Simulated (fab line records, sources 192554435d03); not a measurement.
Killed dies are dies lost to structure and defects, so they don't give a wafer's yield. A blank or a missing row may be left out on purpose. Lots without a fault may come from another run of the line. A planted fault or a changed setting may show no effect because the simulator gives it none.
One fault seen from 2 desks | flow n5_finfet | each desk has only its own numbers; what lay behind them comes last

THE METROLOGY DESK
What the gauges read, lot by lot, whatever tool the lot ran on: means of the sampled wafers that have a number. A lot is out of limits, marked OUT, if its mean lies more than 4 standard deviations from the usual mean; the brackets give that distance. Of its 11 readings 7 are shown: those that lie furthest out on some lot.
Columns: A = DIBL_N at N5_BEOL_M4_RC_MEAS_101, usual 36.0 mV/V; B = DIBL_P at N5_BEOL_M4_RC_MEAS_101, usual 36.2 mV/V; C = IOFF_N at N5_BEOL_M4_RC_MEAS_101, usual 0.16 nA/um; D = ION_P at N5_BEOL_M4_RC_MEAS_101, usual 461 uA/um; E = SS_N at N5_BEOL_M4_RC_MEAS_101, usual 71.5 mV/dec; F = SS_P at N5_BEOL_M4_RC_MEAS_101, usual 73.4 mV/dec; G = VT_P at N5_BEOL_M4_RC_MEAS_101, usual -250 mV
lot  | first seen here | A    | B    | C    | D   | E    | F    | G
L807 | day 1 22:59     | 33.9 | 35.7 | 0.13 | 449 | 71.9 | 73.1 | -253
L808 | day 2 05:14     | 37.0 | 36.7 | 0.19 | 461 | 72.1 | 73.6 | -247
L810 | day 2 17:31     | 38.0 | 39.1 | 0.19 | 460 | 72.5 | 73.9 | -250
L811 | day 2 23:13     | 39.8 | 40.2 | 0.22 | 464 | 72.8 | 74.8 | -249
L812 | day 3 05:26     | 35.3 | 35.2 | 0.13 | 461 | 71.2 | 72.9 | -252
L817 | day 4 12:01     | 35.1 | 34.2 | 0.14 | 453 | 71.3 | 73.0 | -254
L818 | day 4 17:32     | 39.2 | 38.0 | 0.19 | 468 | 72.0 | 73.9 | -248
L822 | day 5 16:53     | 36.9 | 36.4 | 0.18 | 457 | 71.7 | 73.6 | -252
L828 | day 7 06:13     | 38.1 | 37.8 | 0.19 | 462 | 72.0 | 73.6 | -247
L829 | day 7 11:41     | 35.5 | 36.4 | 0.15 | 465 | 70.9 | 74.0 | -256
This desk's finding: nothing out of limits on any of the 10 lots.

THE TOOL OWNER'S DESK: ald_sin-01
The tool's own readings at N5_FIN_SAQP_ALD_61 (deposits SiO2, target thk 4 nm, pulse time 1 s, purge time 2 s): means of the sampled wafers that have a number, for each lot that ran on this tool. A lot is out of limits, marked OUT, if its mean lies more than 4 standard deviations from the usual mean; the brackets give that distance.
Columns: A = heater_power_w at N5_FIN_SAQP_ALD_61, usual 484 W; B = precursor_pulse_height_rel at N5_FIN_SAQP_ALD_61, usual 1.003
lot  | first seen here | A   | B
L807 | day 2 02:59     | 448 | 0.996
L812 | day 3 08:27     | 457 | 1.001
L817 | day 4 15:02     | 464 | 0.982
L818 | day 4 20:46     | 457 | 1.004
This desk's finding: nothing out of limits on any of the 4 lots.

PUT TOGETHER
The metrology desk saw nothing out of limits.
The tool owner's desk saw nothing out of limits.

WHAT THE SIMULATOR HAD PUT IN
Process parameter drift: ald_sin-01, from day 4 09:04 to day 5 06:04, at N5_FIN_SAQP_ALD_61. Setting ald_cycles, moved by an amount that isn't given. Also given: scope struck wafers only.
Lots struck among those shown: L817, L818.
